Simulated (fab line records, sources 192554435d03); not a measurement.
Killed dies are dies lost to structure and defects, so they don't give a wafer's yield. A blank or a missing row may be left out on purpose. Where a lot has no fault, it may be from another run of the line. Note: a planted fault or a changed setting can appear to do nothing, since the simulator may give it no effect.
Split-lot experiment -- flow n5-finfet -- 21 wafers read across 7 lots, on a route 1938 steps long

THE SPLIT ITSELF
At N5_SD_EPI_P_EPI_21 (deposits SiGe:B, time 355 s), the setting time-s was moved away from the recipe's 355 s on 6 of the 21 wafers read, by -16.9% to +18.3%. For the rest of the wafers, this setting stayed at what the recipe calls for.

FROM THE SPLIT TO THE READING: what the file shows between them, 5 steps
- N5_SD_EPI_P_EPI_MEAS_23
- N5_SD_EPI_P_HM_STRIP_48: strips SiNx in H3PO4, material SiNx, target depth 3 nm
- N5_SD_EPI_P_SRD_49: time 30 s
- N5_SD_ACTIVATION_RTA_00: time 0 s
- N5_SD_ACTIVATION_LSA_01: time 0.0008 s

THE READING
RS_SD_P, in ohm/sq, at N5_SD_ACTIVATION_RS_MEAS_03 (measures by four-point-probe). Typical for fault-free wafers on this fab line: 56.0 ohm/sq, with standard deviation 0.87 ohm/sq.

wafer,"tool, chamber at the split","time-s as run, s",against the recipe,"RS_SD_P, ohm/sq",against lot-mates on the recipe
L077.1,"epi-rpcvd-02, 0",420.1,+18.3%,50.7,-5.4
L077.2,"epi-rpcvd-02, 0",355,recipe,56.1,-
L077.5,"epi-rpcvd-02, 0",420.1,+18.3%,50.8,-5.3
L079.4,"epi-rpcvd-02, 0",355,recipe,55.5,-
L079.5,"epi-rpcvd-02, 0",355,recipe,54.5,-
L079.6,"epi-rpcvd-02, 0",355,recipe,55.9,-
L082.1,"epi-rpcvd-04, 0",355,recipe,55.1,-
L082.4,"epi-rpcvd-04, 0",355,recipe,54.1,-
L082.5,"epi-rpcvd-04, 0",355,recipe,54.8,-
L086.1,"epi-rpcvd-01, 0",295.1,-16.9%,62.6,+8.1
L086.3,"epi-rpcvd-01, 0",355,recipe,54.5,-
L086.5,"epi-rpcvd-01, 0",355,recipe,54.6,-
L087.2,"epi-rpcvd-04, 0",355,recipe,57.3,-
L087.3,"epi-rpcvd-04, 0",401.9,+13.2%,52.2,-4.5
L087.5,"epi-rpcvd-04, 0",355,recipe,56.2,-
L093.1,"epi-rpcvd-01, 0",355,recipe,56.0,-
L093.5,"epi-rpcvd-01, 0",355,recipe,56.2,-
L093.6,"epi-rpcvd-01, 0",355,recipe,56.5,-
L097.1,"epi-rpcvd-02, 0",355,recipe,56.2,-
L097.4,"epi-rpcvd-02, 0",303.3,-14.6%,63.2,+7.0
L097.6,"epi-rpcvd-02, 0",303.3,-14.6%,61.4,+5.2

THE FIT
A straight line over all 21 wafers: RS_SD_P changes by -0.345 ohm/sq for each +1% of time-s; r = -0.94; the points scatter about the line by 1.1 ohm/sq.
The same after taking each lot's own level away (the mean of its wafers on the recipe; 21 wafers): -0.367 ohm/sq for each +1%; r = -0.98; scatter 0.74 ohm/sq.
Per that fit: largest time-s move, reading shift of 6.7 ohm/sq.
Measured against the standard deviation above, the lots' own levels, which go from 54.55 to 56.75 ohm/sq, span 2.5 times it.
Hence the lot-to-lot level has little effect on the slope; both slopes agree.
Check: with one of the wafers moved furthest among these (+18.3%) left out of the fit, the line predicts -6.78 ohm/sq for it against its lot-mates. Against them it came out at -5.4 ohm/sq.

OTHER SPLITS ON THESE WAFERS
Other splits were also applied to these wafers ahead of the reading. Each is held against what the fit with the lots' levels taken away leaves over:
other split on the same wafers,wafers away from the commonest value,r with RS_SD_P (lot level and that fit taken away)
N5_DUMMY_GATE_CVD_03 temp-c,15,+0.37
N5_SD_EPI_P_ETCH_16 target-depth-a,4,-0.08

THE WHOLE CHAIN: every reading that the file lists as answering this split, in the file's order
step,what it does,reading,change (the file's fit),r (the file's)
N5_SD_EPI_P_EPI_21,"deposits SiGe:B, time 355 s","SiGe-B_of_SD_EPI_P_EPI_21.thk-nm (the simulator's own value, which no gauge read)",+0.404 nm for each +1% of the setting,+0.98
N5_SD_EPI_P_EPI_MEAS_23,,thk-nm,withheld for each +1% of the setting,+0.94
N5_SD_ACTIVATION_RS_MEAS_03,measures by four-point-probe,RS_SD_P,-0.38 for each +1% of the setting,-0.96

THE FILE'S OWN FIT
RS_SD_P changes by -0.38 ohm/sq for each +1% of time-s, r = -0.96.
